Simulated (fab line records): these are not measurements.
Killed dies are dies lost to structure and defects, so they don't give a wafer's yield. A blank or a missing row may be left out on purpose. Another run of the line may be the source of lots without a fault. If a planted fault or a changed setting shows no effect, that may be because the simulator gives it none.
fab line records ; flow nand_harc ; part 2 of 2: steps 5 to 6 of 6
[record] lots = 22; wafers = 66; last_day = 33
route steps=1302 shown A_STAIRCASE@651
lots that met no fault: taken from a fault-free run of the same line
start_h: hours from the record's first day to the start of the lot's first wafer shown ; wait_h: hours elapsed since this lot's preceding step ; " as in the row above ; L1.1+2: one row covering several wafers at once ; - either no value or no given start ; * or withheld: withheld ; < > ~ a bound
route shown NAME@n: NAME is a module with steps in the file, n the number in the route of the first one ; usual: mean/standard deviation of fault-free wafers ; same: alike in all rows ; chamber/n: place in a boat ; sites: readings site by site ; _std_site: the values' standard deviation ; _edge_site: the outer-site mean with the inner-site mean subtracted ; radius_mm: how far each site lies from the wafer's centre ; mask NAME#n: copy n ; behind: the most recent tool/chamber to have shaped the wafer ; hold: why the lot was held/for how many hours/how that ended ; device: names the non-switching transistor (n, p or np) ; end of line: tests of these same wafers at the route's end ; where a step has no rows: the recipe by itself ; killed: not the wafer's yield, but the dies lost to structure and defects at the first sort ; map: a wafer's dies, marking killed ones x, the rest . and places with no die _
set.NAME: the setting the step ran with; set.NAME@STEP: the setting that earlier step ran with ; model.NAME: the simulator's own value behind a step, which no gauge read
steps of the route over a sample of lots; a table a step, a row a wafer
services: when a tool's chamber went out of use (start_h, in hours from the record's first day, below 0 if earlier), for how many hours, and the reason
[[steps]]
[step NHARC_A_STAIRCASE_TRIM_196]
[recipe] time_s = 211.2; o2_flow_sccm = 500; ar_flow_sccm = 0; bias_w = 0; chemistry = O2
[usual] drypump_motor_current_A = 5.7/0.57; oes_product_au = 1.002/0.0073; rf_vpp_V = 57.8/1; showerhead_plenum_p_Torr = 3.53/0.15; throttle_valve_pct = 17.036/0.0096
[same] bias_w = 0; time_s = 211.2
lot.wafer;tool;chamber;start_h;wait_h;drypump_motor_current_A;oes_product_au;rf_hours_counter_h;rf_vpp_V;showerhead_plenum_p_Torr;throttle_valve_pct
L074.3;rie_diel-09;2;347.30;0.1;5.7;0.985;9;58.7;3.59;17.020
L074.1;rie_diel-09;3;347.30;0.1;6.5;1.010;9;57.5;3.66;17.028
L074.6;rie_diel-09;1;347.30;0.1;5.5;1.002;-;57.3;3.29;17.025
L075.3;rie_diel-12;3;361.45;0.1;6.3;0.999;29;58.4;3.73;17.050
L075.4;rie_diel-12;0;361.45;0.1;5.0;1.005;30;57.6;3.28;17.053
L075.2;rie_diel-12;1;361.45;0.1;4.8;0.999;24;56.1;3.49;17.051
L077.4;rie_diel-09;2;381.12;0.1;5.7;1.007;17;58.5;3.59;17.039
L077.1;rie_diel-09;3;381.12;0.1;6.5;1.001;20;60.2;3.66;17.035
L077.5;rie_diel-09;3;381.12;0.1;6.5;0.999;-;58.1;3.66;17.044
L078.2;rie_diel-13;3;381.68;0.1;5.0;1.012;11;57.5;3.66;17.051
L078.3;rie_diel-13;1;381.68;0.1;5.2;1.003;10;57.4;3.50;17.054
L078.5;rie_diel-13;2;381.68;0.1;5.8;1.004;-;57.7;3.38;17.026
L076.1;rie_diel-12;1;400.29;0.1;4.8;0.996;36;58.6;3.49;17.042
L076.3;rie_diel-12;3;400.29;0.1;6.3;0.996;40;59.9;3.72;17.016
L076.2;rie_diel-12;0;400.29;0.1;5.0;1.009;40;56.6;3.27;17.015
L079.3;rie_diel-13;2;410.45;0.1;5.8;1.009;20;57.2;3.37;17.030
L079.2;rie_diel-13;1;410.45;0.1;5.2;1.006;23;57.5;3.49;17.037
L079.5;rie_diel-13;3;410.45;0.1;5.0;0.996;-;59.0;3.65;17.042
L080.2;rie_diel-13;2;411.73;0.1;5.8;1.007;20;56.1;3.37;17.031
L080.1;rie_diel-13;1;411.73;0.1;5.2;1.009;23;58.3;3.49;17.021
L080.5;rie_diel-13;3;411.73;0.1;5.0;1.009;-;56.8;3.65;17.040
L082.1;rie_diel-12;1;435.21;0.1;4.8;0.999;53;58.0;3.48;17.050
L082.4;rie_diel-12;3;435.21;0.1;6.3;1.001;51;58.6;3.72;17.035
L082.6;rie_diel-12;2;435.21;0.1;6.5;0.997;-;56.8;3.37;17.035
L083.2;rie_diel-09;0;446.89;0.1;5.2;0.997;46;59.4;3.50;17.023
L083.3;rie_diel-09;2;446.89;0.1;5.8;0.996;36;59.2;3.58;17.019
L083.6;rie_diel-09;0;446.89;0.1;5.2;1.003;-;55.7;3.50;17.020
L085.2;rie_diel-13;0;462.96;0.1;6.5;1.009;42;57.6;3.35;17.029
L085.5;rie_diel-13;1;462.96;0.1;5.2;1.001;-;56.1;3.48;17.046
L085.6;rie_diel-13;2;462.96;0.1;5.8;1.008;-;58.7;3.36;17.037
L084.1;rie_diel-09;3;463.18;0.1;6.5;1.002;47;57.3;3.64;17.039
L084.4;rie_diel-09;1;463.18;0.1;5.5;1.009;51;56.7;3.27;17.038
L084.5;rie_diel-09;3;463.18;0.1;6.5;0.994;-;56.7;3.64;17.031
L086.4;rie_diel-09;2;480.39;0.1;5.7;0.994;51;57.5;3.57;17.035
L086.2;rie_diel-09;3;480.39;0.1;6.5;0.995;53;58.2;3.64;17.042
L086.5;rie_diel-09;0;480.39;0.1;5.2;1.007;-;58.1;3.49;17.034
L087.2;rie_diel-12;0;494.14;0.1;5.0;1.018;9;58.4;3.80;17.049
L087.3;rie_diel-12;1;494.14;0.1;4.8;0.999;12;58.1;3.47;17.033
L087.4;rie_diel-12;2;494.14;0.1;6.4;1.006;11;57.3;3.36;17.028
L089.1;rie_diel-09;1;512.47;0.1;5.5;1.006;2;58.2;3.81;17.029
L089.3;rie_diel-09;2;512.47;0.1;5.7;0.996;2;58.3;3.56;17.027
L089.4;rie_diel-09;3;512.47;0.1;6.5;1.009;2;59.1;3.64;17.033
L088.4;rie_diel-13;0;513.07;0.1;6.4;1.001;61;56.9;3.34;17.030
L088.3;rie_diel-13;1;513.07;0.1;5.2;0.994;57;56.5;3.47;17.050
L088.6;rie_diel-13;0;513.07;0.1;6.5;0.999;-;57.0;3.34;17.036
L090.4;rie_diel-09;2;532.86;0.1;5.7;0.999;7;57.4;3.56;17.051
L090.6;rie_diel-09;0;532.86;0.1;5.2;0.994;-;57.4;3.48;17.019
L090.5;rie_diel-09;1;532.86;0.1;5.5;0.993;-;59.7;3.80;17.038
L092.2;rie_diel-13;1;545.28;0.1;5.2;1.009;8;59.5;3.47;17.031
L092.4;rie_diel-13;2;545.28;0.1;5.7;1.006;8;55.7;3.35;17.036
L092.6;rie_diel-13;1;545.28;0.1;5.2;1.002;-;58.4;3.47;17.045
L095.4;rie_diel-12;2;561.91;0.1;6.5;0.998;35;58.7;3.35;17.048
L095.1;rie_diel-12;1;561.91;0.1;4.8;1.003;38;58.1;3.46;17.038
L095.5;rie_diel-12;2;561.91;0.1;6.4;1.003;-;56.4;3.35;17.025
L094.2;rie_diel-09;3;568.14;0.1;6.5;0.996;17;58.4;3.63;17.047
L094.5;rie_diel-09;0;568.14;0.1;5.2;0.990;-;58.0;3.48;17.025
L094.6;rie_diel-09;1;568.14;0.1;5.5;1.000;-;59.3;3.80;17.028
L093.1;rie_diel-13;0;573.36;0.1;6.5;1.008;17;57.1;3.33;17.039
L093.6;rie_diel-13;2;573.36;0.1;5.8;0.999;-;56.8;3.34;17.044
L093.5;rie_diel-13;3;573.36;0.1;5.0;1.008;-;58.9;3.62;17.040
L096.1;rie_diel-09;3;573.69;0.1;6.5;1.003;19;57.3;3.63;17.054
L096.5;rie_diel-09;2;573.69;0.1;5.7;0.992;-;58.3;3.55;17.037
L096.6;rie_diel-09;3;573.69;0.1;6.5;1.007;-;56.4;3.63;17.034
L097.2;rie_diel-09;1;585.22;0.1;5.5;1.010;23;59.8;3.80;17.035
L097.1;rie_diel-09;3;585.22;0.1;6.5;1.020;25;58.6;3.62;17.033
L097.6;rie_diel-09;2;585.22;0.1;5.7;1.003;-;58.3;3.55;17.049
[step NHARC_A_STAIRCASE_ETCH_203]
[recipe] target_depth_a = 1000; time_s = 40.5; ion_energy_ev = 400; c4f8_flow_sccm = 20; o2_flow_sccm = 10; ar_flow_sccm = withheld; rf_w = 600; bias_w = 1000; chemistry = C4F8/O2
[usual] bias_w = 999.8/2.8; oes_product_au = 0.944/0.0097; rf_vpp_V = 896/5.5
[same] time_s = 40.5
lot.wafer;tool;chamber;start_h;wait_h;bias_w;oes_product_au;rf_hours_counter_h;rf_vpp_V
L074.3;rie_diel-09;3;-;-;1001.3;0.930;14;902
L074.1;rie_diel-09;1;-;-;995.6;0.951;12;886
L074.6;rie_diel-09;3;-;-;997.7;0.942;-;900
L075.4;rie_diel-12;1;-;-;1000.5;0.957;24;895
L075.3;rie_diel-12;2;-;-;1001.9;0.950;25;892
L075.2;rie_diel-12;0;-;-;994.2;0.963;30;886
L077.4;rie_diel-09;2;-;-;996.2;0.946;18;899
L077.1;rie_diel-09;3;-;-;1002.4;0.947;21;900
L077.5;rie_diel-09;1;-;-;996.4;0.960;-;886
L078.3;rie_diel-13;1;-;-;995.8;0.958;10;895
L078.2;rie_diel-13;3;-;-;999.2;0.950;12;901
L078.5;rie_diel-13;0;-;-;1003.8;0.960;-;890
L076.2;rie_diel-12;2;-;-;1005.9;0.934;41;891
L076.3;rie_diel-12;3;-;-;1001.5;0.934;42;904
L076.1;rie_diel-12;0;-;-;1001.0;0.942;45;887
L079.2;rie_diel-13;3;-;-;996.6;0.939;25;901
L079.3;rie_diel-13;1;-;-;999.8;0.942;23;895
L079.5;rie_diel-13;2;-;-;997.7;0.941;-;890
L080.2;rie_diel-13;3;-;-;1002.0;0.944;25;902
L080.1;rie_diel-13;1;-;-;1002.4;0.945;23;895
L080.5;rie_diel-13;2;-;-;1000.9;0.955;-;891
L082.1;rie_diel-12;1;-;-;995.8;0.940;53;894
L082.4;rie_diel-12;0;-;-;1005.9;0.947;54;885
L082.6;rie_diel-12;2;-;-;1004.5;0.947;-;891
L083.2;rie_diel-09;2;-;-;999.6;0.943;37;897
L083.3;rie_diel-09;3;-;-;998.2;0.927;40;900
L083.6;rie_diel-09;1;-;-;1002.2;0.959;-;886
L085.2;rie_diel-13;1;-;-;1001.0;0.941;42;895
L085.6;rie_diel-13;1;-;-;1001.7;0.945;-;894
L085.5;rie_diel-13;2;-;-;995.8;0.942;-;891
L084.4;rie_diel-09;2;-;-;996.5;0.951;44;898
L084.1;rie_diel-09;0;-;-;1003.4;0.945;54;896
L084.5;rie_diel-09;2;-;-;1001.5;0.947;-;899
L086.2;rie_diel-09;0;-;-;995.5;0.937;60;895
L086.4;rie_diel-09;1;-;-;998.2;0.962;58;886
L086.5;rie_diel-09;1;-;-;999.0;0.961;-;886
L087.3;rie_diel-12;1;-;-;1000.2;0.950;12;894
L087.2;rie_diel-12;3;-;-;998.3;0.950;11;904
L087.4;rie_diel-12;0;-;-;1003.3;0.949;9;906
L089.1;rie_diel-09;3;-;-;999.4;0.945;2;901
L089.4;rie_diel-09;1;-;-;1002.9;0.935;3;905
L089.3;rie_diel-09;2;-;-;1000.6;0.942;2;896
L088.3;rie_diel-13;0;-;-;1002.0;0.950;63;890
L088.4;rie_diel-13;2;-;-;1000.5;0.953;56;890
L088.6;rie_diel-13;0;-;-;995.9;0.952;-;889
L090.4;rie_diel-09;0;-;-;999.2;0.943;10;892
L090.6;rie_diel-09;1;-;-;1001.4;0.944;-;907
L090.5;rie_diel-09;2;-;-;1003.9;0.927;-;897
L092.2;rie_diel-13;0;-;-;1004.6;0.936;7;889
L092.4;rie_diel-13;3;-;-;1001.4;0.934;6;900
L092.6;rie_diel-13;0;-;-;1002.7;0.933;-;889
L095.4;rie_diel-12;0;-;-;999.4;0.946;33;905
L095.1;rie_diel-12;1;-;-;1000.9;0.940;38;892
L095.5;rie_diel-12;3;-;-;995.9;0.934;-;901
L094.2;rie_diel-09;0;-;-;998.9;0.938;21;894
L094.6;rie_diel-09;3;-;-;995.5;0.939;-;900
L094.5;rie_diel-09;0;-;-;999.5;0.935;-;892
L093.1;rie_diel-13;3;-;-;1003.3;0.935;15;900
L093.6;rie_diel-13;0;-;-;997.8;0.944;-;890
L093.5;rie_diel-13;1;-;-;1000.5;0.932;-;895
L096.1;rie_diel-09;1;-;-;998.6;0.941;20;904
L096.5;rie_diel-09;2;-;-;1001.1;0.926;-;896
L096.6;rie_diel-09;1;-;-;998.5;0.953;-;905
L097.1;rie_diel-09;1;-;-;1001.8;0.952;23;904
L097.2;rie_diel-09;3;-;-;1001.1;0.947;26;899
L097.6;rie_diel-09;2;-;-;999.2;0.942;-;898
[[services]]
tool;chamber;start_h;hours;kind
rie_diel-12;-;319.66;1.6;repair
rie_diel-09;-;320.17;9.0;pm
rie_diel-12;0;327.42;-;clean
rie_diel-12;1;327.42;-;clean
rie_diel-12;2;327.42;-;clean
rie_diel-12;3;327.42;-;clean
rie_diel-13;-;334.71;0.5;repair
rie_diel-12;1;339.56;4.2;repair
rie_diel-13;-;342.05;9.0;pm
rie_diel-12;0;351.93;-;clean
rie_diel-12;1;351.93;-;clean
rie_diel-12;2;351.93;-;clean
rie_diel-12;3;351.93;-;clean
rie_diel-13;2;361.68;7.6;repair
rie_diel-12;0;376.43;-;clean
rie_diel-09;0;415.18;2.8;repair
rie_diel-12;-;446.40;9.0;pm
rie_diel-12;0;465.41;9.0;repair
rie_diel-09;-;497.46;9.0;pm
rie_diel-13;-;519.05;9.0;pm
rie_diel-13;-;541.96;0.2;repair
rie_diel-09;-;572.15;0.2;repair
rie_diel-09;1;573.14;4.5;repair
rie_diel-12;3;581.97;1.5;repair
